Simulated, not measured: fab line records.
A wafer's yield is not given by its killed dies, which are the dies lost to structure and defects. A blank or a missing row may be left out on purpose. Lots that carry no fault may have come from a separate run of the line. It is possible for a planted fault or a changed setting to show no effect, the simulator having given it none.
fab line records	flow n5-finfet
[record] lots = 7	wafers = 21
route steps=1938 shown MOL_CONTACT_COAG@605 BEOL_M0_SAQP@632 BEOL_M1@758 BEOL_M3@934 BEOL_M4@1037 BEOL_M5@1130
start-h: hours from the record's opening day to when the first of the lot's shown wafers began	wait-h: hours from the lot's prior step to this one	" as in the row above	L1.1+2: several wafers, shown together as one row	- no value, or no start given	* or withheld: withheld	< > ~ a bound
route shown NAME@n: a module of which the file shows steps, and the number in the route of the first	usual: average and standard deviation across the fault-free wafers	same: alike in all rows	chamber/n: place in a boat	sites: per-site readings	_std_site: standard deviation across them	_edge_site: the outer-site mean with the inner-site mean subtracted	radius-mm: how far each site lies from the wafer's centre	mask NAME#n: copy n	behind: the most recent tool/chamber to have shaped the wafer	hold: why the lot was held/for how many hours/how that ended	device: transistor that didn't switch, given as n, p or np	end of line: at the end of the route, the tests of the same wafers	a step given without rows: its recipe and nothing more	killed: the dies lost at the first sort to structure and to defects; this is not the yield of the wafer	map: shows each die of a wafer: x if killed, . if not, _ if none is there
set.NAME: the setting the step ran with; set.NAME@STEP: the setting that earlier step ran with	model.NAME: the simulator's own value behind a step, which no gauge read
lots whose settings were changed on purpose; a table a step, a row a wafer
[[steps]]
[step N5_MOL_CONTACT_COAG_DESCUM_45]
[recipe] chemistry = O2	time-s = 7	source-power-w = 50	bias-power-w = 20	pressure-mtorr = 20	rf-frequency-hz = 2.712e+07	temp-c = 40	resist = CAR-EUV	o2-flow-sccm = 225
lot.wafer	tool	chamber	start-h	wait-h	set.time-s	model.CAR-EUV_of_MOL_CONTACT_COAG_COAT_34.thk-nm
L076.1+2	rie-diel-05	0,2	118.36	0.0	5.505	36.6
L076.3	"	3	"	"	7	36
L080.1+4	rie-diel-05	1	137.51	0.0	5.923	36.6
L080.5	"	2	"	"	7	36
L083.2+3+4	rie-diel-03	3,2,1	153.72	0.0	7	36.2
L084.3+6	rie-diel-01	2,0	159.19	0.0	7.537	36
L084.4	"	3	"	"	7	36.2
L085.3	rie-diel-05	0	168.08	0.0	5.81	36.8
L085.4+6	"	3	"	"	7	36.2
L090.1+3+4	rie-diel-05	3,1,2	199.72	0.0	7	36
L093.1+5	rie-diel-03	2,3	215.51	0.0	7	36
L093.3	"	0	"	"	7	35.8
[step N5_MOL_CONTACT_COAG_ETCH_65]
[recipe] chemistry = N2/H2	target = underlayer	target-depth-a = 130	mask-material = CAR-EUV	time-s = 10.4	ion-energy-ev = 200	pressure-mtorr = 30	source-w = 840	bias-w = 150	n2-flow-sccm = 200	h2-flow-sccm = 200	ends = cleared
lot.wafer	tool	chamber	start-h	wait-h	set.time-s@MOL_CONTACT_COAG_DESCUM_45	model.CAR-EUV_of_MOL_CONTACT_COAG_COAT_34.thk-nm
L076.1+2	rie-diel-05	0,2	118.39	0.0	5.505	25.2
L076.3	"	3	"	"	7	24.4
L080.1	rie-diel-05	1	137.55	0.0	5.923	25
L080.4	"	1	"	"	5.923	25.2
L080.5	"	2	"	"	7	24.4
L083.2	rie-diel-03	3	153.75	0.0	7	24.8
L083.3+4	"	2,1	"	"	7	24.6
L084.3	rie-diel-01	2	159.23	0.0	7.537	24.6
L084.4	"	3	"	"	7	24.8
L084.6	"	0	"	"	7.537	24.4
L085.3	rie-diel-05	0	168.11	0.0	5.81	25.4
L085.4	"	3	"	"	7	24.8
L085.6	"	3	"	"	7	24.6
L090.1+4	rie-diel-05	3,2	199.75	0.0	7	24.6
L090.3	"	1	"	"	7	24.4
L093.1+3	rie-diel-03	2,0	215.55	0.0	7	24.4
L093.5	"	3	"	"	7	24.6
[step N5_MOL_CONTACT_COAG_ETCH_66]
[recipe] chemistry = CF4	target = SiARC	target-depth-a = 130	mask-material = CAR-EUV	time-s = 21.7	ion-energy-ev = 80	pressure-mtorr = 40	source-w = 545	bias-w = 36	Ar_flow_sccm = 100	cf4-flow-sccm = 100	ends = cleared
lot.wafer	tool	chamber	start-h	wait-h	set.time-s@MOL_CONTACT_COAG_DESCUM_45	model.CAR-EUV_of_MOL_CONTACT_COAG_COAT_34.thk-nm
L076.1+2	rie-diel-05	0,2	118.41	0.0	5.505	17.6
L076.3	"	3	"	"	7	16.8
L080.1	rie-diel-05	1	137.57	0.0	5.923	17.4
L080.4	"	1	"	"	5.923	17.6
L080.5	"	2	"	"	7	16.8
L083.2+3+4	rie-diel-03	3,2,1	153.77	0.0	7	17
L084.3	rie-diel-01	2	159.25	0.0	7.537	17
L084.4	"	3	"	"	7	17.2
L084.6	"	0	"	"	7.537	16.8
L085.3	rie-diel-05	0	168.13	0.0	5.81	17.8
L085.4+6	"	3	"	"	7	17
L090.1+3+4	rie-diel-05	3,1,2	199.77	0.0	7	16.8
L093.1	rie-diel-03	2	215.57	0.0	7	16.6
L093.3+5	"	0,3	"	"	7	16.8
[step N5_MOL_CONTACT_COAG_ALD_133]
[recipe] material = SiO2	target-thk-a = 50	temp-c = 100	ald-precursor-family = BDEAS	ald-co-reactant = O2-plasma	pulse-time-s = 1	co-reactant-pulse-time-s = 1	purge-time-s = 2	co-reactant-purge-time-s = 2	ald-cycles = 35	pressure-torr = 2
[step N5_MOL_CONTACT_COAG_ETCHBACK_134]
[recipe] chemistry = CHF3	target = SiO2	target-depth-a = 100	time-s = 6.7	ion-energy-ev = 200	pressure-mtorr = 30	source-w = 610	bias-w = 170	Ar_flow_sccm = 200	CHF3_flow_sccm = 50
lot.wafer	tool	chamber	start-h	wait-h	set.time-s@MOL_CONTACT_COAG_DESCUM_45	model.CAR-EUV_of_MOL_CONTACT_COAG_COAT_34.thk-nm
L076.1	rie-diel-05	2	118.85	0.3	5.505	16.2
L076.2	"	0	"	"	5.505	16
L076.3	"	3	"	"	7	15.4
L080.1	rie-diel-01	0	137.83	0.1	5.923	16
L080.4	"	2	"	"	5.923	16.2
L080.5	"	1	"	"	7	15.4
L083.2+3+4	rie-diel-03	2,0,1	154.12	0.2	7	15.6
L084.3	rie-diel-01	2	159.51	0.1	7.537	15.6
L084.4	"	3	"	"	7	15.8
L084.6	"	3	"	"	7.537	15.4
L085.3	rie-diel-03	2	168.39	0.1	5.81	16.2
L085.4+6	"	0,1	"	"	7	15.6
L090.1+3+4	rie-diel-01	2,1,3	200.03	0.1	7	15.4
L093.1	rie-diel-03	0	216.30	0.2	7	15.2
L093.3+5	"	2,1	"	"	7	15.4
[step N5_MOL_CONTACT_COAG_ETCH_67]
[recipe] chemistry = N2/H2	target = SOC	target-depth-a = 600	overetch-a = 210	mask-material = SiARC	temp-c = 40	time-s = 101.2	ion-energy-ev = 200	pressure-mtorr = 30	source-w = 840	bias-w = 150	n2-flow-sccm = 200	h2-flow-sccm = 200
[usual] rf-vpp-V = 523.9/2.5
lot.wafer	tool	chamber	start-h	wait-h	set.source-w	rf-vpp-V
L076.1	rie-diel-05	2	118.89	0.0	840	527.8
L076.2	"	0	"	"	840	525.2
L076.3	"	3	"	"	782.7	533.7
L080.1	rie-diel-01	0	137.86	0.0	840	520.3
L080.4	"	2	"	"	840	525.9
L080.5	"	1	"	"	840	522.6
L083.2	rie-diel-03	2	154.15	0.0	840	525.0
L083.3	"	0	"	"	840	521.3
L083.4	"	1	"	"	840	524.1
L084.3	rie-diel-01	2	159.54	0.0	840	527.6
L084.4	"	3	"	"	840	517.7
L084.6	"	3	"	"	840	517.1
L085.3	rie-diel-03	2	168.43	0.0	949.4	505.5
L085.4	"	0	"	"	949.4	502.8
L085.6	"	1	"	"	840	525.6
L090.1	rie-diel-01	2	200.06	0.0	840	524.8
L090.3	"	1	"	"	840	523.0
L090.4	"	3	"	"	840	516.5
L093.1	rie-diel-03	0	216.33	0.0	767.6	536.4
L093.3	"	2	"	"	840	524.6
L093.5	"	1	"	"	767.6	540.2
[step N5_MOL_CONTACT_COAG_CVD_140]
[recipe] material = W	target-thk-a = 665	mode = selective-fill	temp-c = 300	time-s = 215
lot.wafer	tool	chamber	start-h	wait-h	set.target-thk-a	model.W_of_MOL_CONTACT_COAG_CVD_140.thk-nm
L076.1+3	cvd-w-01	0,1	119.53	0.1	665	66.2
L076.2	"	1	"	"	722.1	72
L080.1	cvd-w-02	1	138.47	0.1	665	66
L080.4	"	1	"	"	622.8	61.2
L080.5	"	1	"	"	665	65.4
L083.2+3	cvd-w-01	1	154.76	0.1	665	66.2
L083.4	"	0	"	"	665	66.8
L084.3	cvd-w-02	0	160.40	0.2	601	61.8
L084.4	"	0	"	"	601	61.2
L084.6	"	0	"	"	665	67.4
L085.3	cvd-w-02	0	169.11	0.1	696.9	70.8
L085.4	"	1	"	"	665	65.4
L085.6	"	1	"	"	696.9	68.4
L090.1	cvd-w-02	0	200.67	0.1	600	60.4
L090.3	"	1	"	"	600	59.4
L090.4	"	0	"	"	600	60
L093.1	cvd-w-01	1	216.93	0.1	665	65.8
L093.3	"	0	"	"	665	66.8
L093.5	"	1	"	"	665	65.2
[step N5_BEOL_M0_SAQP_PECVD_00]
[recipe] material = SiCN	target-thk-a = 80	temp-c = withheld	precursor = 3MS/NH3	pressure-torr = 3	rf-w = 202	time-s = 14
lot.wafer	tool	chamber	start-h	wait-h	set.time-s	model.SiCN_of_BEOL_M0_SAQP_PECVD_00.thk-nm
L076.1	pecvd-01	2	125.49	0.2	14	8
L076.2	"	1	"	"	15.76	9.2
L076.3	"	1	"	"	14	8.2
L080.1	pecvd-04	2	142.49	0.2	14	8
L080.4+5	"	2,0	"	"	12.9	7.6
L083.2+4	pecvd-04	1	158.78	0.2	14	7.8
L083.3	"	0	"	"	14	8
L084.3+6	pecvd-04	2,0	164.47	0.1	14	7.8
L084.4	"	2	"	"	14	8
L085.3	pecvd-01	0	173.04	0.1	14	7.8
L085.4+6	"	1,2	"	"	14	8.2
L090.1	pecvd-01	1	204.67	0.2	14	8
L090.3	"	2	"	"	15.13	8.4
L090.4	"	0	"	"	15.13	8.6
L093.1	pecvd-04	1	220.93	0.2	12.69	7
L093.3	"	0	"	"	14	7.8
L093.5	"	0	"	"	14	8.2
[step N5_BEOL_M1_COAT_05]
[recipe] resist = CAR-EUV	spin-rpm = 1500	resist-thk-nm = 30
lot.wafer	tool	chamber	start-h	wait-h	set.spin-rpm	model.CAR-EUV_of_BEOL_M1_COAT_05.thk-nm
L076.1+3	litho-track-04	0	-	-	1500	30
L076.2	"	0	"	"	1551	29.4
L080.1+4+5	litho-track-03	0	-	-	1500	30
L083.2	litho-track-05	0	-	-	1500	30.2
L083.3+4	"	0	"	"	1500	30
L084.3+4	litho-track-05	0	-	-	1554	29.4
L084.6	"	0	"	"	1500	30
L085.3+4	litho-track-04	0	-	-	1635	28.8
L085.6	"	0	"	"	1500	30
L090.1+3+4	litho-track-03	0	-	-	1375	31.4
L093.1+5	litho-track-05	0	-	-	1336	31.6
L093.3	"	0	"	"	1500	29.8
[step N5_BEOL_M1_EBR_07]
[recipe] solvent = PGMEA	ebr-width-mm = 1.5
[step N5_BEOL_M1_SOFTBAKE_06]
[recipe] temp-c = 110	time-s = 60	resist = CAR-EUV
[step N5_BEOL_M1_DESCUM_16]
[recipe] chemistry = O2	time-s = 7	source-power-w = 50	bias-power-w = 20	pressure-mtorr = 20	rf-frequency-hz = 2.712e+07	temp-c = 40	resist = CAR-EUV	o2-flow-sccm = 225
[step N5_BEOL_M1_ETCH_74]
[recipe] chemistry = N2/H2	target = underlayer	target-depth-a = 65	mask-material = CAR-EUV	time-s = 5.2	ion-energy-ev = 200	pressure-mtorr = 30	source-w = 840	bias-w = 150	n2-flow-sccm = 200	h2-flow-sccm = 200	ends = cleared
[step N5_BEOL_M1_ETCH_63]
[recipe] chemistry = CF4	target = SiARC	target-depth-a = 156	mask-material = CAR-EUV	time-s = 26	ion-energy-ev = 80	pressure-mtorr = 40	source-w = 545	bias-w = 36	Ar_flow_sccm = 100	cf4-flow-sccm = 100	ends = cleared
lot.wafer	tool	chamber	start-h	wait-h	set.spin-rpm@BEOL_M1_COAT_05	model.CAR-EUV_of_BEOL_M1_COAT_05.thk-nm
L076.1	rie-diel-02	1	142.28	0.0	1500	11.2
L076.2	"	0	"	"	1551	10.6
L076.3	"	3	"	"	1500	11
L080.1	rie-diel-06	3	158.73	0.0	1500	11.2
L080.4+5	"	2,1	"	"	1500	11
L083.2+3+4	rie-diel-04	0,2,0	172.99	0.0	1500	11.2
L084.3+4	rie-diel-02	1,3	176.30	0.0	1554	10.6
L084.6	"	2	"	"	1500	11.2
L085.3	rie-diel-04	1	199.86	0.0	1635	9.8
L085.4	"	2	"	"	1635	10
L085.6	"	3	"	"	1500	11.2
L090.1+3	rie-diel-02	3,1	217.44	0.0	1375	12.4
L090.4	"	2	"	"	1375	12.6
L093.1+5	rie-diel-06	0,3	236.03	0.0	1336	12.8
L093.3	"	1	"	"	1500	11
[step N5_BEOL_M1_ETCH_64]
[recipe] chemistry = N2/H2	target = SOC	target-depth-a = 750	overetch-a = 150	mask-material = SiARC	temp-c = 40	time-s = 112.5	ion-energy-ev = 200	pressure-mtorr = 30	source-w = 840	bias-w = 150	n2-flow-sccm = 200	h2-flow-sccm = 200
lot.wafer	tool	chamber	start-h	wait-h	set.time-s	model.SiARC_of_BEOL_M1_COAT_62.thk-nm
L076.1	rie-diel-02	1	142.31	0.0	119.8	6.6
L076.2+3	"	0,3	"	"	112.5	7
L080.1	rie-diel-06	3	158.76	0.0	124.6	6.2
L080.4	"	2	"	"	112.5	6.6
L080.5	"	1	"	"	124.6	6
L083.2+4	rie-diel-04	0	173.02	0.0	112.5	6.8
L083.3	"	2	"	"	112.5	7
L084.3	rie-diel-02	1	176.33	0.0	96.14	7.8
L084.4	"	3	"	"	112.5	7
L084.6	"	2	"	"	96.14	7.6
L085.3+6	rie-diel-04	1,3	199.89	0.0	112.5	6.8
L085.4	"	2	"	"	112.5	7
L090.1	rie-diel-02	3	217.47	0.0	112.5	7
L090.3	"	1	"	"	92.37	8
L090.4	"	2	"	"	112.5	6.8
L093.1	rie-diel-06	0	236.06	0.0	112.5	6.8
L093.3	"	1	"	"	124.9	5.8
L093.5	"	3	"	"	112.5	6.6
[step N5_BEOL_M3_HM_DEP_02]
[recipe] material = TiN	target-thk-a = 200	temp-c = 25	chamber-pressure-pa = 0.49996
lot.wafer	tool	chamber	start-h	wait-h	set.target-thk-a	model.TiN_of_BEOL_M3_HM_DEP_02.thk-nm
L080.1+5	pvd-sputter-02	-	182.34	0.4	200	20.6
L080.4	"	-	"	"	187.8	19.2
L083.2+4	pvd-sputter-03	-	220.38	2.3	200	19.8
L083.3	"	-	"	"	200	19.6
L084.3	pvd-sputter-02	-	244.18	0.0	200	20.6
L084.4	"	-	"	"	216.7	21.8
L084.6	"	-	"	"	216.7	22
L085.3	pvd-sputter-02	-	262.98	0.0	200	20
L085.4	"	-	"	"	200	19.8
L085.6	"	-	"	"	207.9	20.8
L076.1	pvd-sputter-03	-	272.78	0.4	200	19.8
L076.2+3	"	-	"	"	226	22.4
L090.1+3	pvd-sputter-03	-	273.22	0.1	200	19.8
L090.4	"	-	"	"	200	20.4
L093.1	pvd-sputter-01	-	287.54	2.4	227	22.8
L093.3	"	-	"	"	200	20.2
L093.5	"	-	"	"	200	20
[step N5_BEOL_M3_COAT_61]
[recipe] resist = SOC	temp-c = 250	time-s = 60	spin-rpm = 1500	resist-thk-nm = 60
[step N5_BEOL_M3_COAT_62]
[recipe] resist = SiARC	temp-c = 220	time-s = 60	spin-rpm = 1500	resist-thk-nm = 12
[step N5_BEOL_M3_STRIP_75]
[recipe] chemistry = N2/H2	temp-c = 40	n2-flow-sccm = 200	h2-flow-sccm = 200	rf-frequency-hz = 6e+07
[step N5_BEOL_M3_STRIP_66]
[recipe] chemistry = CF4	resist = SiARC	power-w = 300	bias-power-w = 75	pressure-mtorr = 50	cf4-flow-sccm = 150	rf-frequency-hz = 6e+07
[step N5_BEOL_M3_HM_OPEN_17]
[recipe] chemistry = Cl2/BCl3	target-depth-a = 200	overetch-a = 60	target = TiN	mask-material = SOC	ion-energy-ev = 150	pressure-mtorr = 10	icp-w = 1000	bias-w = 126	Cl2_flow_sccm = 53.25	bcl3-flow-sccm = 21.75	Ar_flow_sccm = 25
lot.wafer	tool	chamber	start-h	wait-h	set.target-thk-a@BEOL_M3_HM_DEP_02	model.etch.depth-nm
L080.1	rie-metal-02	0	183.27	0.0	200	20.54
L080.4	"	0	"	"	187.8	19.18
L080.5	"	1	"	"	200	20.68
L083.2	rie-metal-03	1	221.39	0.0	200	19.86
L083.3	"	0	"	"	200	19.54
L083.4	"	1	"	"	200	19.77
L084.3	rie-metal-01	1	244.97	0.1	200	20.52
L084.4	"	0	"	"	216.7	21.88
L084.6	"	0	"	"	216.7	22.07
L085.3	rie-metal-03	0	263.89	0.1	200	20.02
L085.4	"	1	"	"	200	19.84
L085.6	"	0	"	"	207.9	20.88
L076.1	rie-metal-03	1	273.84	0.0	200	19.81
L076.2	"	0	"	"	226	22.33
L076.3	"	0	"	"	226	22.31
L090.1+3	rie-metal-01	0,1	274.18	0.0	200	19.84
L090.4	"	0	"	"	200	20.3
L093.1	rie-metal-02	0	288.44	0.0	227	22.79
L093.3	"	1	"	"	200	20.14
L093.5	"	0	"	"	200	20.1
[step N5_BEOL_M4_DESCUM_16]
[recipe] chemistry = O2	time-s = 7	source-power-w = 50	bias-power-w = 20	pressure-mtorr = 20	rf-frequency-hz = 2.712e+07	temp-c = 40	resist = CAR-EUV	o2-flow-sccm = 225
lot.wafer	tool	chamber	start-h	wait-h	set.time-s	model.CAR-EUV_of_BEOL_M4_COAT_05.thk-nm
L080.1+4+5	rie-diel-05	3,1,0	230.95	0.0	7	26
L083.2+4	rie-diel-05	2,3	249.57	0.0	7	26
L083.3	"	1	"	"	7	26.2
L084.3+6	rie-diel-05	0,2	262.15	0.0	7	26.2
L084.4	"	3	"	"	7	26
L085.3	rie-diel-01	2	288.47	0.3	7	26.2
L085.4+6	"	1,3	"	"	7	26
L076.1+3	rie-diel-03	1,2	300.66	0.0	8.503	25.2
L076.2	"	0	"	"	7	26
L090.1+3	rie-diel-01	0,3	303.99	0.0	7	26
L090.4	"	2	"	"	8.368	25.4
L093.1+5	rie-diel-05	2,0	331.88	0.9	5.615	26.8
L093.3	"	1	"	"	5.615	27
[step N5_BEOL_M4_ETCH_74]
[recipe] chemistry = N2/H2	target = underlayer	target-depth-a = 65	mask-material = CAR-EUV	time-s = 5.2	ion-energy-ev = 200	pressure-mtorr = 30	source-w = 840	bias-w = 150	n2-flow-sccm = 200	h2-flow-sccm = 200	ends = cleared
lot.wafer	tool	chamber	start-h	wait-h	set.time-s@BEOL_M4_DESCUM_16	model.CAR-EUV_of_BEOL_M4_COAT_05.thk-nm
L080.1	rie-diel-05	3	230.99	0.0	7	20.2
L080.4+5	"	1,0	"	"	7	20.4
L083.2	rie-diel-05	2	249.61	0.0	7	20.2
L083.3+4	"	1,3	"	"	7	20.4
L084.3+6	rie-diel-05	0,2	262.18	0.0	7	20.4
L084.4	"	3	"	"	7	20.2
L085.3+6	rie-diel-01	2,3	288.50	0.0	7	20.4
L085.4	"	1	"	"	7	20.2
L076.1+3	rie-diel-03	1,2	300.69	0.0	8.503	19.4
L076.2	"	0	"	"	7	20.4
L090.1+3	rie-diel-01	0,3	304.02	0.0	7	20.4
L090.4	"	2	"	"	8.368	19.8
L093.1	rie-diel-05	2	331.92	0.0	5.615	21
L093.3+5	"	1,0	"	"	5.615	21.2
[step N5_BEOL_M4_ETCH_63]
[recipe] chemistry = CF4	target = SiARC	target-depth-a = 156	mask-material = CAR-EUV	time-s = 26	ion-energy-ev = 80	pressure-mtorr = 40	source-w = 545	bias-w = 36	Ar_flow_sccm = 100	cf4-flow-sccm = 100	ends = cleared
lot.wafer	tool	chamber	start-h	wait-h	set.time-s@BEOL_M4_DESCUM_16	model.CAR-EUV_of_BEOL_M4_COAT_05.thk-nm
L080.1+4	rie-diel-05	3,1	231.00	0.0	7	11
L080.5	"	0	"	"	7	11.2
L083.2+3+4	rie-diel-05	2,1,3	249.63	0.0	7	11.2
L084.3+6	rie-diel-05	0,2	262.20	0.0	7	11.2
L084.4	"	3	"	"	7	11
L085.3+4+6	rie-diel-01	2,1,3	288.52	0.0	7	11.2
L076.1+3	rie-diel-03	1,2	300.71	0.0	8.503	10.2
L076.2	"	0	"	"	7	11.2
L090.1	rie-diel-01	0	304.04	0.0	7	11
L090.3	"	3	"	"	7	11.2
L090.4	"	2	"	"	8.368	10.6
L093.1	rie-diel-05	2	331.94	0.0	5.615	11.8
L093.3+5	"	1,0	"	"	5.615	12
[step N5_BEOL_M4_ETCH_64]
[recipe] chemistry = N2/H2	target = SOC	target-depth-a = 750	overetch-a = 225	mask-material = SiARC	temp-c = 40	time-s = 121.9	ion-energy-ev = 200	pressure-mtorr = 30	source-w = 840	bias-w = 150	n2-flow-sccm = 200	h2-flow-sccm = 200
[usual] rf-vpp-V = 522.7/2.6
lot.wafer	tool	chamber	start-h	wait-h	set.bias-w	rf-vpp-V	model.SiARC_of_BEOL_M4_COAT_62.thk-nm
L080.1	rie-diel-05	3	231.03	0.0	150	521.5	6.2
L080.4	"	1	"	"	150	522.6	6.4
L080.5	"	0	"	"	133	486.4	7.2
L083.2	rie-diel-05	2	249.65	0.0	150	525.8	6
L083.3	"	1	"	"	150	521.6	6.4
L083.4	"	3	"	"	150	522.7	6.4
L084.3	rie-diel-05	0	262.23	0.0	150	525.1	6.4
L084.4	"	3	"	"	127	469.8	7.4
L084.6	"	2	"	"	150	527.6	6
L085.3	rie-diel-01	2	288.55	0.0	150	525.3	6.4
L085.4	"	1	"	"	141.3	502.3	6.6
L085.6	"	3	"	"	141.3	497.9	6.8
L076.1	rie-diel-03	1	300.74	0.0	135.5	492.1	7.2
L076.2	"	0	"	"	135.5	488.9	7
L076.3	"	2	"	"	135.5	492.4	7
L090.1	rie-diel-01	0	304.07	0.0	150	519.6	6.8
L090.3	"	3	"	"	170.8	561.8	5.4
L090.4	"	2	"	"	150	525.9	6.4
L093.1	rie-diel-05	2	331.96	0.0	142.1	507.7	6.4
L093.3	"	1	"	"	142.1	504.7	6.8
L093.5	"	0	"	"	150	526.4	6.6
[step N5_BEOL_M5_ETCH_72]
[recipe] chemistry = N2/H2	target = underlayer	target-depth-a = 65	mask-material = CAR-EUV	time-s = 5.2	ion-energy-ev = 200	pressure-mtorr = 30	source-w = 840	bias-w = 150	n2-flow-sccm = 200	h2-flow-sccm = 200	ends = cleared
[usual] rf-vpp-V = 523/3.1
lot.wafer	tool	chamber	start-h	wait-h	set.bias-w	rf-vpp-V
L080.1	rie-diel-06	0	266.86	0.0	142.6	505
L080.4	"	3	"	"	150	519
L080.5	"	2	"	"	142.6	508
L083.2	rie-diel-06	2	285.10	0.0	150	525
L083.3	"	0	"	"	150	523
L083.4	"	3	"	"	150	519
L084.3	rie-diel-06	3	296.53	0.0	130.9	478
L084.4	"	2	"	"	130.9	482
L084.6	"	1	"	"	150	519
L085.3	rie-diel-04	0	300.23	0.0	136.3	493
L085.4	"	0	"	"	136.3	490
L085.6	"	2	"	"	136.3	495
L076.1	rie-diel-04	0	310.78	0.0	150	520
L076.2	"	2	"	"	150	528
L076.3	"	1	"	"	150	527
L090.1	rie-diel-06	0	318.03	0.0	150	521
L090.3	"	2	"	"	150	527
L090.4	"	1	"	"	150	521
L093.1	rie-diel-02	3	344.54	0.0	150	523
L093.3	"	2	"	"	170.9	567
L093.5	"	2	"	"	170.9	570
[[key]]
[split] step = N5_MOL_CONTACT_COAG_DESCUM_45	setting = time-s	stated = 7	by = wafer
[response] step = N5_MOL_CONTACT_COAG_DESCUM_45	reading = model.CAR-EUV_of_MOL_CONTACT_COAG_COAT_34.thk-nm	change = -0.0325	per = 1%	r = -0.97
[response] step = N5_MOL_CONTACT_COAG_ETCH_65	reading = model.CAR-EUV_of_MOL_CONTACT_COAG_COAT_34.thk-nm	change = -0.0404	per = 1%	r = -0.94
[response] step = N5_MOL_CONTACT_COAG_ETCH_66	reading = model.CAR-EUV_of_MOL_CONTACT_COAG_COAT_34.thk-nm	change = -0.042	per = 1%	r = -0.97
[response] step = N5_MOL_CONTACT_COAG_ETCHBACK_134	reading = model.CAR-EUV_of_MOL_CONTACT_COAG_COAT_34.thk-nm	change = -0.0367	per = 1%	r = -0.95
[split] step = N5_MOL_CONTACT_COAG_ETCH_67	setting = source-w	stated = 840	by = wafer
[response] step = N5_MOL_CONTACT_COAG_ETCH_67	reading = rf-vpp-V	change = -1.54	per = 1%	r = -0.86
[split] step = N5_MOL_CONTACT_COAG_CVD_140	setting = target-thk-a	stated = 665	by = wafer
[response] step = N5_MOL_CONTACT_COAG_CVD_140	reading = model.W_of_MOL_CONTACT_COAG_CVD_140.thk-nm	change = +0.676	per = 1%	r = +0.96
[split] step = N5_BEOL_M0_SAQP_PECVD_00	setting = time-s	stated = 14	by = wafer
[response] step = N5_BEOL_M0_SAQP_PECVD_00	reading = model.SiCN_of_BEOL_M0_SAQP_PECVD_00.thk-nm	change = +0.0815	per = 1%	r = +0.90
[split] step = N5_BEOL_M1_COAT_05	setting = spin-rpm	stated = 1500	by = wafer
[response] step = N5_BEOL_M1_COAT_05	reading = model.CAR-EUV_of_BEOL_M1_COAT_05.thk-nm	change = -0.154	per = 1%	r = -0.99
[response] step = N5_BEOL_M1_ETCH_63	reading = model.CAR-EUV_of_BEOL_M1_COAT_05.thk-nm	change = -0.157	per = 1%	r = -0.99
[split] step = N5_BEOL_M1_ETCH_64	setting = time-s	stated = 112.5	by = wafer
[response] step = N5_BEOL_M1_ETCH_64	reading = model.SiARC_of_BEOL_M1_COAT_62.thk-nm	change = -0.0589	per = 1%	r = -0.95
[split] step = N5_BEOL_M3_HM_DEP_02	setting = target-thk-a	stated = 200	by = wafer
[response] step = N5_BEOL_M3_HM_DEP_02	reading = model.TiN_of_BEOL_M3_HM_DEP_02.thk-nm	change = +0.197	per = 1%	r = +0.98
[response] step = N5_BEOL_M3_HM_OPEN_17	reading = model.etch.depth-nm	change = +0.197	per = 1%	r = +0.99
[split] step = N5_BEOL_M4_DESCUM_16	setting = time-s	stated = 7	by = wafer
[response] step = N5_BEOL_M4_DESCUM_16	reading = model.CAR-EUV_of_BEOL_M4_COAT_05.thk-nm	change = -0.0343	per = 1%	r = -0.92
[response] step = N5_BEOL_M4_ETCH_74	reading = model.CAR-EUV_of_BEOL_M4_COAT_05.thk-nm	change = -0.0394	per = 1%	r = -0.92
[response] step = N5_BEOL_M4_ETCH_63	reading = model.CAR-EUV_of_BEOL_M4_COAT_05.thk-nm	change = -0.0371	per = 1%	r = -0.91
[split] step = N5_BEOL_M4_ETCH_64	setting = bias-w	stated = 150	by = wafer
[response] step = N5_BEOL_M4_ETCH_64	reading = rf-vpp-V	change = +3.35	per = 1%	r = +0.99
[response] step = N5_BEOL_M4_ETCH_64	reading = model.SiARC_of_BEOL_M4_COAT_62.thk-nm	change = -0.0761	per = 1%	r = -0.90
[split] step = N5_BEOL_M5_ETCH_72	setting = bias-w	stated = 150	by = wafer
[response] step = N5_BEOL_M5_ETCH_72	reading = rf-vpp-V	change = +3.16	per = 1%	r = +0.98
